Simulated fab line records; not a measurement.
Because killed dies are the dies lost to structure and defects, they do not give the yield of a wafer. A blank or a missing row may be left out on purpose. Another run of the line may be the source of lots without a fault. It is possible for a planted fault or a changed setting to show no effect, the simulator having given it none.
Which tool was responsible? -- flow n5 finfet -- Sampling: 24 lots, 72 wafers, 5 of 1938 route steps

## WHAT THE GAUGES READ, wafer by wafer
N5_MOL_CONTACT_COAG_INSPECT_57: inspects for defects (brightfield).
lot,measured,on,raw defect count
L074,day 5 11:20,defect inspect-02,137 197 313
L075,day 5 16:20,defect inspect-01,187 127 149
L076,day 5 16:47,defect inspect-01,264 309 234
L078,day 6 05:49,defect inspect-02,198 183 195
L077,day 6 06:19,defect inspect-01,236 186 202
L079,day 6 15:20,defect inspect-02,149 251 199
L080,day 6 15:49,defect inspect-02,186 194 236
L081,day 6 23:46,defect inspect-01,299 326 311
L082,day 7 05:08,defect inspect-02,244 161 293
L083,day 7 11:20,defect inspect-02,256 224 236
L084,day 7 18:46,defect inspect-02,210 223 196
L085,day 8 01:01,defect inspect-02,334 261 252
L086,day 8 01:19,defect inspect-02,221 296 311
L087,day 8 05:25,defect inspect-02,161 179 215
L088,day 8 16:20,defect inspect-02,191 171 220
L089,day 8 23:01,defect inspect-02,203 231 256
L090,day 9 04:26,defect inspect-01,220 245 188
L091,day 9 09:50,defect inspect-01,150 244 215
L092,day 9 17:40,defect inspect-02,185 156 204
L093,day 9 23:13,defect inspect-02,261 216 195
L094,day 10 07:30,defect inspect-02,342 310 213
L095,day 10 09:44,defect inspect-02,307 235 211
L096,day 10 15:13,defect inspect-02,265 243 273
L097,day 10 22:22,defect inspect-01,213 168 222

N5_BEOL_M0_SAQP_OVL_MEAS_15.
lot,measured,on,M0_CORE_OVL (nm)
L074,day 5 20:15,overlay-01,-1.6 0.2 0.6
L075,day 6 00:37,overlay-02,0.0 1.2 1.2
L076,day 6 03:15,overlay-02,0.4 0.2 -1.0
L078,day 6 13:23,overlay-02,0.5 1.0 1.1
L077,day 6 17:14,overlay-02,0.9 0.3 0.9
L079,day 6 23:04,overlay-02,0.2 0.8 0.0
L080,day 7 02:11,overlay-01,0.4 1.1 0.1
L081,day 7 08:35,overlay-02,0.6 0.0 0.6
L082,day 7 14:07,overlay-01,-0.2 0.2 0.6
L083,day 7 18:53,overlay-02,0.0 -1.1 0.2
L084,day 8 02:44,overlay-02,1.4 1.3 1.9
L085,day 8 09:32,overlay-01,-0.2 0.6 0.6
L086,day 8 13:06,overlay-02,0.0 -1.1 -0.6
L087,day 8 15:56,overlay-01,1.7 1.0 0.9
L088,day 9 00:55,overlay-01,0.5 0.7 -0.1
L089,day 9 08:29,overlay-02,0.6 1.0 0.9
L090,day 9 13:33,overlay-02,0.6 -0.6 0.1
L091,day 9 19:43,overlay-01,-0.9 -1.4 -1.0
L092,day 10 03:16,overlay-02,-0.3 -0.3 0.1
L093,day 10 06:47,overlay-01,0.0 0.5 0.2
L094,day 10 15:29,overlay-02,-0.8 0.9 0.8
L095,day 10 18:44,overlay-02,1.1 0.3 0.4
L096,day 10 23:46,overlay-01,0.6 0.5 0.4
L097,day 11 07:37,overlay-01,0.1 1.2 0.2

## WHAT TOOL EACH LOT RAN ON (gives the tool, then ch and the chambers of the sampled wafers, and finally the start)
lot,N5_MOL_CONTACT_COAG_ETCH_66,N5_MOL_CONTACT_COAG_ALD_133,N5_BEOL_M0_SAQP_PECVD_04
L074,"rie diel-01 ch 0,1,2, day 5 14:07","ald sin-01 ch 1,2, day 5 14:34","pecvd-04 ch 2, day 5 19:44"
L075,"rie diel-03 ch 0,1, day 5 17:49","ald sin-02 ch 2,3, day 5 18:06","pecvd-04 ch 0,2, day 6 00:01"
L076,"rie diel-03 ch 0,1,2, day 5 18:11","ald sin-03 ch 1,2,3, day 5 18:32","pecvd-01 ch 1,2, day 6 02:38"
L078,"rie diel-06 ch 0,1,2, day 6 07:26","ald sin-03 ch 1,3, day 6 07:31","pecvd-02 ch 0,1,2, day 6 12:47"
L077,"rie diel-01 ch 0,3, day 6 08:31","ald sin-02 ch 0,2,3, day 6 08:36","pecvd-04 ch 0,1, day 6 16:44"
L079,"rie diel-01 ch 1,2,3, day 6 16:57","ald sin-01 ch 0,1, day 6 17:02","pecvd-04 ch 0,1,2, day 6 22:33"
L080,"rie diel-06 ch 0,1,3, day 6 17:41","ald sin-02 ch 1,2,3, day 6 17:46","pecvd-04 ch 0,1,2, day 7 01:33"
L081,"rie diel-06 ch 0,1,2, day 7 02:19","ald sin-03 ch 1,2,3, day 7 02:26","pecvd-01 ch 1,2, day 7 07:56"
L082,"rie diel-06 ch 1,3, day 7 07:20","ald sin-02 ch 0,2,3, day 7 07:25","pecvd-04 ch 0,1, day 7 13:38"
L083,"rie diel-06 ch 2,3, day 7 12:41","ald sin-02 ch 2,3, day 7 12:46","pecvd-04 ch 0,1, day 7 18:16"
L084,"rie diel-03 ch 2,3, day 7 20:06","ald sin-02 ch 0,3, day 7 20:11","pecvd-01 ch 0,1,2, day 8 02:07"
L085,"rie diel-01 ch 0,1,3, day 8 02:49","ald sin-01 ch 0,2,3, day 8 02:53","pecvd-04 ch 1,2, day 8 08:55"
L086,"rie diel-03 ch 0,1,3, day 8 03:56","ald sin-03 ch 0,1,2, day 8 04:01","pecvd-01 ch 0,2, day 8 12:37"
L087,"rie diel-01 ch 1,2,3, day 8 06:56","ald sin-02 ch 0,1, day 8 07:05","pecvd-01 ch 1,2, day 8 15:19"
L088,"rie diel-06 ch 0,1,3, day 8 18:08","ald sin-02 ch 0,1,2, day 8 19:08","pecvd-02 ch 0,1,2, day 9 00:18"
L089,"rie diel-01 ch 0,1, day 9 01:43","ald sin-02 ch 0,1,2, day 9 01:48","pecvd-02 ch 0,2, day 9 07:52"
L090,"rie diel-01 ch 1,2,3, day 9 06:44","ald sin-02 ch 0,2, day 9 06:50","pecvd-04 ch 0,1, day 9 12:55"
L091,"rie diel-01 ch 1,3, day 9 11:14","ald sin-01 ch 1,2,3, day 9 12:15","pecvd-04 ch 0,1, day 9 19:11"
L092,"rie diel-01 ch 1,2,3, day 9 19:22","ald sin-03 ch 0,2,3, day 9 19:32","pecvd-01 ch 0,1, day 10 02:40"
L093,"rie diel-03 ch 1,2,3, day 10 00:38","ald sin-01 ch 0,1,3, day 10 00:56","pecvd-04 ch 0,1, day 10 06:17"
L094,"rie diel-03 ch 2,3, day 10 09:07","ald sin-03 ch 2,3, day 10 09:11","pecvd-01 ch 0,2, day 10 15:01"
L095,"rie diel-01 ch 0,3, day 10 11:13","ald sin-03 ch 0,1,3, day 10 11:18","pecvd-02 ch 0,2, day 10 18:08"
L096,"rie diel-01 ch 0,1,3, day 10 16:32","ald sin-01 ch 0,1, day 10 16:52","pecvd-01 ch 0,1,2, day 10 23:08"
L097,"rie diel-03 ch 0,1,2, day 10 23:53","ald sin-02 ch 0,1, day 10 23:59","pecvd-02 ch 1,2, day 11 07:08"
- N5_MOL_CONTACT_COAG_ETCH_66: etches SiARC in CF4, target depth 13 nm, time 21.7 s.
- N5_MOL_CONTACT_COAG_ALD_133: deposits SiO2, target thk 5 nm, pulse time 1 s, co reactant pulse time 1 s.
- N5_BEOL_M0_SAQP_PECVD_04: deposits a-Si from SiH4/He, target thk 60 nm, time 60.2 s.

## AS READ BY THE TOOLS THEMSELVES (means over the sampled wafers that have a number; for cases with no such wafer, the mark the record gives instead)
N5_MOL_CONTACT_COAG_ETCH_66.
lot,tool,drypump motor current A (A),etch rf on time s (s),oes product au (a.u.),rf vpp V (V),showerhead plenum p Torr (Torr),throttle valve pct (%)
L074,rie diel-01,5.6,21.5,0.72,183.8,2.17,15.58
L075,rie diel-03,5.9,22.0,0.68,184.7,2.24,15.68
L076,rie diel-03,5.8,21.9,0.70,185.5,2.25,15.63
L078,rie diel-06,6.2,21.4,0.68,184.5,2.13,15.83
L077,rie diel-01,5.9,22.2,0.64,183.8,2.11,15.67
L079,rie diel-01,5.8,21.6,0.64,184.1,2.17,15.54
L080,rie diel-06,5.7,21.3,0.71,184.1,2.13,15.63
L081,rie diel-06,6.1,21.3,0.68,183.9,2.12,15.85
L082,rie diel-06,5.5,21.2,0.73,183.6,2.14,15.54
L083,rie diel-06,6.3,21.6,0.67,183.2,2.15,15.85
L084,rie diel-03,5.5,22.4,0.65,183.8,2.17,15.75
L085,rie diel-01,5.7,21.4,0.75,182.7,2.12,15.39
L086,rie diel-03,5.6,22.3,0.66,184.3,2.17,15.68
L087,rie diel-01,5.8,21.3,0.71,185.0,2.16,15.41
L088,rie diel-06,5.7,21.3,0.69,183.6,2.13,15.66
L089,rie diel-01,5.5,21.4,0.73,182.9,2.12,15.64
L090,rie diel-01,5.8,21.5,0.70,184.4,2.16,15.41
L091,rie diel-01,5.7,21.2,0.72,184.1,2.14,15.24
L092,rie diel-01,5.8,21.5,0.69,183.6,2.16,15.42
L093,rie diel-03,5.5,22.1,0.67,183.5,2.18,15.64
L094,rie diel-03,5.4,21.8,0.64,184.9,2.16,15.80
L095,rie diel-01,5.9,21.6,0.75,182.4,2.10,15.39
L096,rie diel-01,5.7,21.6,0.72,183.5,2.12,15.45
L097,rie diel-03,5.8,21.9,0.67,185.0,2.23,15.70

N5_MOL_CONTACT_COAG_ALD_133.
lot,tool,heater power w (W),precursor pulse height rel
L074,ald sin-01,80,0.996
L075,ald sin-02,71,1.009
L076,ald sin-03,74,1.013
L078,ald sin-03,74,0.996
L077,ald sin-02,78,0.998
L079,ald sin-01,80,1.009
L080,ald sin-02,69,1.024
L081,ald sin-03,74,0.973
L082,ald sin-02,78,0.989
L083,ald sin-02,72,1.011
L084,ald sin-02,82,1.000
L085,ald sin-01,76,0.994
L086,ald sin-03,79,0.989
L087,ald sin-02,78,1.002
L088,ald sin-02,81,1.002
L089,ald sin-02,81,1.020
L090,ald sin-02,82,0.986
L091,ald sin-01,79,0.990
L092,ald sin-03,73,0.991
L093,ald sin-01,79,1.003
L094,ald sin-03,69,1.000
L095,ald sin-03,76,1.007
L096,ald sin-01,81,0.998
L097,ald sin-02,86,0.990

N5_BEOL_M0_SAQP_PECVD_04.
lot,tool,heater power w (W),showerhead plenum p Torr (Torr),throttle valve pct (%)
L074,pecvd-04,494,5.65,21.5
L075,pecvd-04,544,5.55,19.6
L076,pecvd-01,677,5.67,17.5
L078,pecvd-02,631,5.69,18.7
L077,pecvd-04,523,5.61,18.3
L079,pecvd-04,524,5.60,19.5
L080,pecvd-04,493,5.61,19.5
L081,pecvd-01,661,5.67,18.3
L082,pecvd-04,514,5.55,18.4
L083,pecvd-04,544,5.55,18.7
L084,pecvd-01,683,5.69,18.2
L085,pecvd-04,480,5.66,20.5
L086,pecvd-01,679,5.73,17.9
L087,pecvd-01,659,5.68,17.6
L088,pecvd-02,587,5.70,18.6
L089,pecvd-02,617,5.68,18.4
L090,pecvd-04,533,5.55,18.5
L091,pecvd-04,544,5.54,18.4
L092,pecvd-01,654,5.72,18.7
L093,pecvd-04,539,5.53,18.7
L094,pecvd-01,698,5.72,18.0
L095,pecvd-02,614,5.67,18.5
L096,pecvd-01,679,5.70,18.1
L097,pecvd-02,574,5.71,19.1

## THE ANSWER, worked out from the rows above alone
Rule: what is usual is taken from the lots themselves. The widest of any qualifying gaps counts: lots, ordered by their means at a reading, are off when they make up no more than a third of the lots, leave a main group of 4 or more, and stand apart from it by 3 or more times the standard deviation of that group's means. The tables above print the reading to a certain number of digits; a main group whose means all agree to those digits is not used. Also off: a lot with no number at a reading for which 4 or more lots have one. Where the step has rows for the other lots, those lots are counted as sound. The gauges are gone through in route order, then the tools' own readings, and for those a lot's mean is taken as printed above. At the first step where some lot is off, the reading lying furthest off is the one used; lots without a number count as furthest.
None of the lots is off at any reading shown; this tells nothing.

## WHAT THE SIMULATOR PUT IN
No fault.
